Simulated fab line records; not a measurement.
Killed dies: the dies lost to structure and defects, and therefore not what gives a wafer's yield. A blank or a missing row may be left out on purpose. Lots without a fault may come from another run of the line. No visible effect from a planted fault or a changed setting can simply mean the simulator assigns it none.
Matching of chambers	flow nand_harc	NHARC_A_CONTACT_ALD_18 on ald_metal-01: 4 sister chambers
The step deposits TiN, target thk 3 nm, pulse time 1 s, ald cycles 150. 14 wafers are shown with their chamber, then 6 later ones without.

WAFERS PAIRED WITH THEIR CHAMBERS
wafer	chamber	heater_power_w (W)	precursor_pulse_height_rel
L634.3	0	1045	0.976
L634.4	1	1037	0.992
L634.6	3	1025	1.016
L641.3	0	1036	1.020
L641.5	3	1013	0.994
L641.6	0	1017	0.997
L642.1	2	1082	0.999
L642.3	1	1063	1.000
L645.1	1	999	1.016
L645.4	1	993	1.002
L645.5	3	1012	1.047
L647.2	3	1020	0.954
L647.4	3	1002	0.987
L647.6	0	1062	0.994

SIGNATURES, as means of the wafers listed above
reading	chamber 0	chamber 1	chamber 2	chamber 3	scatter within a chamber
heater_power_w	1040.00	1023.00	1082.00	1014.40	21.5
precursor_pulse_height_rel	0.99675	1.00250	0.99900	0.99960	0.0246
Rule: for each reading, subtract the chamber's mean from the wafer's reading, divide by that reading's scatter and square the result; add these up over the readings and take the root, which gives the wafer's distance from the chamber. The wafer belongs to the nearest chamber; if the next one is less than 2 further off, it can't be placed. The scatter: take each reading less its chamber's mean, square it, sum over the shown wafers, divide by the number of wafers less the number of chambers, and take the root.

WAFERS WHOSE CHAMBER IS MISSING
wafer	heater_power_w (W)	precursor_pulse_height_rel
L644.1	1002	1.014
L644.3	1178	0.982
L644.4	1059	0.979
L650.4	1055	0.977
L650.5	997	1.010
L650.6	1044	1.025

CHAMBER TAKEN BY EACH
wafer	from the rows above	in truth
L644.1	can't be placed: 3 or 1 or 0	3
L644.3	can't be placed: 2 or 0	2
L644.4	can't be placed: 0 or 2 or 1 or 3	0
L650.4	can't be placed: 0 or 2 or 1 or 3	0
L650.5	can't be placed: 3 or 1 or 0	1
L650.6	can't be placed: 0 or 1 or 3 or 2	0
Correctly placed: 0 of 6. Not placeable from these rows: 6 (in 6, the candidates include the true chamber). Number placed wrongly: 0.
